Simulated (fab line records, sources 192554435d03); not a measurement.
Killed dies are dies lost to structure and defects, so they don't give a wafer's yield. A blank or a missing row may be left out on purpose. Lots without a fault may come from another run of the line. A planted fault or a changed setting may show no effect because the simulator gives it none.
fab line records | flow n5_finfet
record lots=4 wafers=12 last_day=16
route steps=1938 shown DUMMY_REMOVAL@377 HKMG_FIN@385 BEOL_M4@1111 PASSIVATION@1936
lots that met no fault: from a run of the same line without faults
start_h: hours from the record's first day to the start of the lot's first wafer shown | wait_h: hours since the lot's step before | " the same as in the row above | L1.1+2: a row that stands for several wafers | - no value, or no start given | * or withheld: withheld | < > ~ a bound
route shown NAME@n: a module of which the file shows steps, and the number in the route of the first | usual: mean/standard deviation of fault-free wafers | same: alike in all rows | chamber/n: place in a boat | sites: the reading at each site | _std_site: their standard deviation | _edge_site: outer sites' mean less inner sites' | radius_mm: how far each site lies from the wafer's centre | mask NAME#n: copy n | behind: the tool/chamber that last shaped the wafer | hold: why the lot was held/for how many hours/how that ended | device: the transistor (n, p or np) that didn't switch | end of line: the same wafers' tests at the end of the route | a step without rows: its recipe alone | killed: dies lost to structure and defects at the first sort, not the wafer's yield | map: a wafer's dies, x killed, . not, _ none there
set.NAME: the setting as run; set.NAME@STEP: as run at that earlier step | model.NAME: the simulator's own value behind a step, which no gauge read
lots at some steps of the route; a table a step, a row a wafer
services: from which hour (start_h, from the record's first day; less than 0 if before it) a tool's chamber was out of use, for how many hours, and why
## steps
# step N5_DUMMY_REMOVAL_HM_STRIP_01
# recipe chemistry=CH3F/O2 material=SiNx target_depth_a=40 stop_on=poly-Si time_s=6.8 over_etch_frac=0.3 ion_energy_ev=60 power_w=410 bias_w=29 Ar_flow_sccm=150 CH3F_flow_sccm=30 O2_flow_sccm=20
# step N5_DUMMY_REMOVAL_STRIP_10
# recipe chemistry=N2/H2 time_s=40 power_w=100 temp_c=40 pressure_mtorr=100 rf_frequency_hz=6e+07 bias_power_w=3 n2_flow_sccm=300 h2_flow_sccm=300
# step N5_DUMMY_REMOVAL_PRECLEAN_07
# recipe chemistry=dHF time_s=30 temp_c=25 dilution=withheld
# step N5_DUMMY_REMOVAL_DUMMY_REMOVE_02
# recipe chemistry=TMAH temp_c=70 target=poly-Si stop_on=SiO2 target_depth_nm=142 conc_wt_pct=5 time_s=57 dry=ipa_marangoni rinse_time_s=30 rinse_temp_c=23
# step N5_DUMMY_REMOVAL_PRECLEAN_08
# recipe chemistry=NF3:NH3 afs_cycles=2 temp_c=30 time_s=20 sublimation_temp_c=180 sublimation_time_s=60 pressure_torr=3 rf_power_w=30
# step N5_DUMMY_REMOVAL_PRECLEAN_04
# recipe chemistry=DHF time_s=37 temp_c=25 dilution=500:1
# step N5_DUMMY_REMOVAL_SRD_05
# recipe dry=ipa_marangoni do_ppb=5 time_s=30 temp_c=23 rinse_liquid=diw
# step N5_HKMG_FIN_IL_REGROW_00
# recipe material=SiO2 target_thk_a=7.5 chemistry=O3 temp_c=withheld time_s=30
# step N5_HKMG_FIN_HK_ALD_01
# recipe material=HfO2 target_thk_a=16 temp_c=withheld ald_precursor_family=HfCl4 ald_co_reactant=H2O pulse_time_s=3 purge_time_s=3 co_reactant_purge_time_s=2.5 co_reactant_pulse_time_s=0.3 ald_cycles=30
# step N5_HKMG_FIN_HK_ANNEAL_02
# recipe temp_c=700 time_s=30 ambient=N2 idle_temp_c=600 ramp_up_c_per_s=150 ramp_down_c_per_s=60 cool_to_c=600
# step N5_HKMG_FIN_ALD_74
# recipe material=La2O3 target_thk_a=5 temp_c=250 ald_precursor_family=La-Cp ald_co_reactant=O3 pulse_time_s=6 co_reactant_pulse_time_s=1 purge_time_s=3 co_reactant_purge_time_s=3
# usual heater_power_w=359/34 precursor_pulse_height_rel=1.002/0.02
# columns lot.wafer tool chamber start_h wait_h heater_power_w precursor_pulse_height_rel
L353.1 ald_hk-03 0 81.74 0.2 344 1.048
L353.4 " 2 " " 381 0.978
L353.6 " 3 " " 373 0.999
L354.1 ald_hk-01 1 90.52 0.2 321 0.983
L354.2 " 2 " " 401 1.013
L354.3 " 0 " " 346 1.003
L366.1 ald_hk-01 2 161.81 0.2 393 0.970
L366.2 " 0 " " 358 0.994
L366.6 " 2 " " 403 0.990
L367.1 ald_hk-01 1 168.98 0.2 331 1.025
L367.3 " 0 " " 351 1.009
L367.5 " 2 " " 403 1.000
# step N5_HKMG_FIN_ALD_75
# recipe material=Al2O3 target_thk_a=10 temp_c=150 ald_precursor_family=TMA ald_co_reactant=H2O pulse_time_s=withheld co_reactant_pulse_time_s=1
# step N5_HKMG_FIN_COAT_41
# recipe resist=SOC temp_c=250 time_s=60 spin_rpm=1500 resist_thk_nm=300
# step N5_HKMG_FIN_COAT_42
# recipe resist=SiARC temp_c=220 time_s=60 spin_rpm=1500 resist_thk_nm=35
# step N5_HKMG_FIN_COAT_43
# recipe resist=CAR-ArF spin_rpm=1500 resist_thk_nm=90
# step N5_HKMG_FIN_EBR_45
# recipe solvent=PGMEA ebr_width_mm=1.5
# step N5_HKMG_FIN_SOFTBAKE_44
# recipe temp_c=110 time_s=60 resist=CAR-ArF
# step N5_HKMG_FIN_EXPOSE_46
# recipe mask_id=NDIPOLE na=1.35 source_shape=conventional sigma_outer=0.8 polarization=unpolarized dose_mj=40
# step N5_HKMG_FIN_PEB_47
# recipe peb_temp_c=withheld peb_time_s=60 resist=CAR-ArF
# step N5_HKMG_FIN_DEVELOP_48
# recipe develop_time_s=30 developer=TMAH resist=CAR-ArF rinse_liquid=diw dry=air_spin dev_temp_c=23
# step N5_HKMG_FIN_DESCUM_53
# recipe chemistry=O2 time_s=7.9 source_power_w=50 bias_power_w=20 pressure_mtorr=20 rf_frequency_hz=2.712e+07 temp_c=40 resist=CAR-ArF o2_flow_sccm=225
# step N5_HKMG_FIN_ETCH_54
# recipe chemistry=CF4 target=SiARC target_depth_a=455 mask_material=CAR-ArF time_s=75.8 ion_energy_ev=80 pressure_mtorr=40 source_w=545 bias_w=36 Ar_flow_sccm=100 cf4_flow_sccm=100 ends=cleared
# step N5_HKMG_FIN_ETCH_55
# recipe chemistry=N2/H2 target=SOC target_depth_a=2400 temp_c=40 time_s=300 ion_energy_ev=200 mask_material=SiARC pressure_mtorr=30 source_w=840 bias_w=150 n2_flow_sccm=200 h2_flow_sccm=200
# step N5_HKMG_FIN_STRIP_56
# recipe chemistry=N2/H2 temp_c=40 n2_flow_sccm=200 h2_flow_sccm=200 rf_frequency_hz=6e+07
# step N5_HKMG_FIN_STRIP_57
# recipe chemistry=CF4 resist=SiARC power_w=300 bias_power_w=75 pressure_mtorr=50 cf4_flow_sccm=150 rf_frequency_hz=6e+07
# step N5_HKMG_FIN_ETCH_58
# recipe chemistry=N2/H2 target=SOC target_depth_a=2158 ion_energy_ev=50 bias_w=13 time_s=741 pressure_mtorr=30 source_w=875 n2_flow_sccm=200 h2_flow_sccm=200
# step N5_HKMG_FIN_STRIP_93
# recipe chemistry=N2/H2 material=SOC time_s=20 power_w=500 temp_c=40 pressure_mtorr=50 rf_frequency_hz=6e+07 bias_power_w=8 h2_frac=0.5 n2_flow_sccm=300 h2_flow_sccm=300
# step N5_HKMG_FIN_WET_ETCH_76
# recipe chemistry=dNH4OH mix=1:50 temp_c=25 target=Al2O3 stop_on=La2O3 target_depth_nm=2.25 dry=ipa_marangoni rinse_time_s=30 rinse_temp_c=23
# step N5_HKMG_FIN_STRIP_60
# recipe chemistry=N2/H2 power_w=2500 temp_c=300 h2_frac=0.65 time_s=360 pressure_mtorr=withheld n2_flow_sccm=1750 h2_flow_sccm=3250
# step N5_HKMG_FIN_WET_ETCH_77
# recipe chemistry=dHCl mix=1:10000 temp_c=25 target=La2O3 stop_on=HfO2 target_depth_nm=2
# step N5_HKMG_FIN_WET_ETCH_78
# recipe chemistry=dNH4OH mix=1:50 temp_c=25 target=Al2O3 stop_on=La2O3 target_depth_nm=4.5 dry=ipa_marangoni rinse_time_s=30 rinse_temp_c=23
# step N5_HKMG_FIN_ALD_79
# recipe material=TiN target_thk_a=15 temp_c=400 ald_precursor_family=TiCl4 ald_co_reactant=NH3 pulse_time_s=1 purge_time_s=3 co_reactant_purge_time_s=2 co_reactant_pulse_time_s=2 ald_cycles=68 pressure_torr=3
# step N5_HKMG_FIN_CVD_62
# recipe material=a-Si target_thk_a=30 temp_c=500 precursor=Si2H6 pressure_torr=1 time_s=20.8
# step N5_HKMG_FIN_RTA_80
# recipe temp_c=withheld time_s=2 ambient=N2 idle_temp_c=600 ramp_up_c_per_s=150 ramp_down_c_per_s=60 cool_to_c=600
# step N5_HKMG_FIN_PRECLEAN_64
# recipe chemistry=dHF time_s=30 temp_c=25 dilution=withheld
# step N5_HKMG_FIN_WET_ETCH_65
# recipe chemistry=TMAH temp_c=70 conc_wt_pct=5 target=a-Si stop_on=TiN time_s=49 target_depth_nm=3
# step N5_HKMG_FIN_WET_ETCH_81
# recipe chemistry=SC1 target=TiN stop_on=HfO2 mix=1:1:5 temp_c=60 time_s=57 target_depth_nm=6
# step N5_BEOL_M4_RC_MEAS_101
# usual DIBL_N=36.2/1.2 DIBL_P=36.3/1.3 IOFF_N=0.155/0.019 IOFF_P=0.210/0.029 ION_N=677/8.6 ION_P=465/6.8 SS_N=71.4/0.48 SS_P=73.2/0.53 VT_N=249.9/2.4 VT_N_LVT=99.0/2.1 VT_P=-250/3.2 VT_P_LONG=-276/3.3
# columns lot.wafer tool chamber start_h wait_h DIBL_N[mV/V] DIBL_P[mV/V] IOFF_N[nA/um] IOFF_P[nA/um] ION_N[uA/um] ION_P[uA/um] SS_N[mV/dec] SS_P[mV/dec] VT_N[mV] VT_N_LVT[mV] VT_P[mV] VT_P_LONG[mV]
L353.1 prober-02 0 164.41 0.0 37.0 38.1 0.186 0.255 703 479 71.3 74.4 242.8 94.5 -246 -273
L353.4 " 0 " " 36.0 36.2 0.160 0.230 678 470 71.3 73.4 245.2 97.8 -247 -270
L353.6 " 0 " " 34.6 34.7 0.137 0.204 680 469 70.7 73.1 250.8 100.4 -249 -273
L354.1 prober-01 0 187.68 0.0 33.5 33.4 0.115 0.167 666 460 70.0 72.9 253.5 105.0 -253 -276
L354.2 " 0 " " 36.2 37.8 0.177 0.238 681 471 71.1 73.6 249.4 98.0 -249 -276
L354.3 " 0 " " 34.9 35.6 0.138 0.198 680 468 70.9 73.4 252.1 102.5 -249 -274
L366.1 prober-01 0 265.34 0.0 36.1 37.4 0.172 0.262 693 477 70.8 73.1 246.9 98.2 -245 -270
L366.2 " 0 " " 36.1 37.2 0.172 0.261 685 477 71.6 72.7 249.3 98.2 -244 -271
L366.6 " 0 " " 35.6 35.8 0.153 0.165 679 451 71.8 72.3 249.8 91.7 -259 -276
L367.1 prober-01 0 280.71 0.0 35.1 35.7 0.141 0.174 672 456 71.4 73.3 253.6 99.7 -255 -279
L367.3 " 0 " " 35.5 36.2 0.147 0.182 669 455 71.6 73.1 251.4 99.7 -253 -281
L367.5 " 0 " " 34.8 34.8 0.125 0.124 658 441 71.3 73.1 253.4 92.2 -264 -292
# step N5_PASSIVATION_PROBE_49
# usual defect_limited_yield=91.2/1.4 killed_at_M0_to_M3=34/10 killed_at_M4_up=13/5.1 killed_at_contacts=12/6.5 killed_at_front_end=41/11 killed_at_other=4/3.3 killed_dies=104/16 killed_on_rim=14/3.9 killed_open=69/13 killed_short=33/7 sort_bin_5_function=5.1/0.91 sort_bin_6_memory=3.3/0.69 sort_bin_8_speed=0/0 sort_n_pass=1076/16 sort_yield_pct=91.2/1.4
# same gross_dies=1180 killed_at_back_side=0 sort_bin_4_leakage[%]=0
# columns lot.wafer tool chamber start_h wait_h defect_limited_yield[%] killed_at_M0_to_M3 killed_at_M4_up killed_at_contacts killed_at_front_end killed_at_other killed_dies killed_on_rim killed_open killed_short sort_bin_5_function[%] sort_bin_6_memory[%] sort_bin_8_speed[%] sort_n_pass sort_yield_pct[%]
L353.1 prober-01 - 274.30 0.0 89.1 65 11 9 42 2 129 19 89 40 6.1 4.5 0 1051 89.1
L353.4 prober-01 - 274.45 0.2 88.8 51 10 13 52 6 132 19 90 41 6.9 3.8 0 1048 88.8
L353.6 prober-01 - 274.55 0.3 89.9 58 7 20 33 1 119 14 75 44 5.8 3.9 0 1061 89.9
L366.1 prober-02 - 371.32 0.0 92.1 26 6 5 48 8 93 8 62 31 4.7 3.0 0 1087 92.1
L366.2 prober-02 - 371.37 0.1 91.4 37 12 11 33 9 102 16 62 38 4.6 3.6 0 1078 91.4
L366.6 prober-02 - 371.57 0.3 93.7 31 10 6 21 6 74 11 52 22 4.2 1.9 0 1106 93.7
L367.1 prober-02 - 376.53 0.0 92.6 29 11 19 24 4 87 9 63 24 3.4 3.9 0 1093 92.6
L367.3 prober-02 - 376.63 0.1 92.4 29 6 23 26 6 90 10 57 33 4.7 2.6 0 1090 92.4
L367.5 prober-02 - 376.73 0.2 91.4 37 17 14 32 1 101 9 63 38 5.3 2.9 0.17 1077 91.3
# killed by level:class
L353.1 BEOL_M0_SAQP:geometric_particle:open=22 STI_FIN_REVEAL:geometric_particle:open=19 BEOL_M0_SAQP:geometric_particle:short=17 BEOL_M3:geometric_particle:open=11 MOL_CONTACT_COAG:geometric_particle:open=8 BEOL_M2:geometric_particle:open=8 FIN_SAQP:geometric_particle:short=5 FIN_SAQP:geometric_particle:open=4
L353.4 STI_FIN_REVEAL:geometric_particle:open=21 BEOL_M2:geometric_particle:open=16 BEOL_M0_SAQP:geometric_particle:short=13 MOL_CONTACT_COAG:geometric_particle:open=11 FIN_SAQP:geometric_particle:open=10 GATE_CUT:geometric_particle:short=8 BEOL_M0_SAQP:geometric_particle:open=7 BEOL_M1:geometric_particle:open=7
L353.6 BEOL_M2:geometric_particle:open=15 MOL_CONTACT_COAG:geometric_particle:open=12 BEOL_M0_SAQP:geometric_particle:short=12 BEOL_M0_SAQP:geometric_particle:open=9 STI_FIN_REVEAL:geometric_particle:open=8 BEOL_M3:geometric_particle:open=8 MOL_CONTACT_COAG:geometric_particle:short=8 BEOL_M2:geometric_particle:short=6
L366.1 STI_FIN_REVEAL:geometric_particle:open=16 FIN_SAQP:geometric_particle:open=8 GATE_CUT:geometric_particle:short=8 BEOL_M3:geometric_particle:open=8 BEOL_M2:geometric_particle:open=6 BEOL_M3:geometric_particle:short=5 STARTING-WAFER:geometric_particle:short=5 MOL_CONTACT_COAG:geometric_particle:open=4
L366.2 BEOL_M3:geometric_particle:open=9 BEOL_M0_SAQP:geometric_particle:short=9 STI_FIN_REVEAL:geometric_particle:open=7 MOL_CONTACT_COAG:geometric_particle:open=7 BEOL_M1:geometric_particle:open=6 STARTING-WAFER:geometric_particle:open=5 MOL_CONTACT_COAG:geometric_particle:short=4 BEOL_M3:geometric_particle:short=4
L366.6 STI_FIN_REVEAL:geometric_particle:open=10 BEOL_M3:geometric_particle:open=7 BEOL_M2:geometric_particle:open=7 MOL_CONTACT_COAG:geometric_particle:open=6 BEOL_M4:geometric_particle:open=5 BEOL_M0_SAQP:geometric_particle:open=4 BEOL_M0:geometric_particle:open=4 BEOL_M2:geometric_particle:short=4
L367.1 MOL_CONTACT_COAG:geometric_particle:open=16 BEOL_M0_SAQP:geometric_particle:open=13 GATE_CUT:geometric_particle:short=5 BEOL_M0_SAQP:geometric_particle:short=5 BEOL_M2:geometric_particle:open=5 DUMMY_GATE:geometric_particle:open=4 STI_FIN_REVEAL:geometric_particle:open=3 GATE_CUT:geometric_particle:open=3
L367.3 MOL_CONTACT_COAG:geometric_particle:open=20 BEOL_M3:geometric_particle:open=9 GATE_CUT:geometric_particle:short=8 BEOL_M0_SAQP:geometric_particle:open=5 STI_FIN_REVEAL:geometric_particle:open=4 DUMMY_GATE:geometric_particle:open=4 STARTING-WAFER:geometric_particle:short=4 PAD_METAL:geometric_particle:short=3
L367.5 MOL_CONTACT_COAG:geometric_particle:open=11 BEOL_M0_SAQP:geometric_particle:open=10 BEOL_M0_SAQP:geometric_particle:short=10 BEOL_M3:geometric_particle:open=8 BEOL_M4:geometric_particle:open=7 GATE_CUT:geometric_particle:short=6 STI_FIN_REVEAL:geometric_particle:open=5 BEOL_M2:geometric_particle:open=5
## services
# columns tool chamber start_h hours kind
ald_hk-01 - 78.81 1.0 repair
ald_hk-03 - 150.49 8.7 pm
## key
first_sign step=N5_BEOL_M4_RC_MEAS_101 reading=VT_P direction=down sigmas=3.6 usual=-250 struck=-261
effect step=N5_BEOL_M4_RC_MEAS_101 reading=VT_N_LVT direction=down sigmas=3.3 usual=99.0 struck=92.0
effect step=N5_BEOL_M4_RC_MEAS_101 reading=ION_P direction=down sigmas=2.8 usual=465 struck=446
effect step=N5_BEOL_M4_RC_MEAS_101 reading=VT_P_LONG direction=down sigmas=2.6 usual=-276 struck=-284
met_at N5_HKMG_FIN_ALD_74
struck_wafers L366.6,L367.5
onset_between 90.52 161.81
fault kind=process_parameter_drift tool=ald_hk-01 chamber=- onset_h=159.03 steps=N5_HKMG_FIN_ALD_74 channel=target_thk_a offset=* shape=step end_h=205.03 scope=struck_wafers_only acts_in=* stated=*
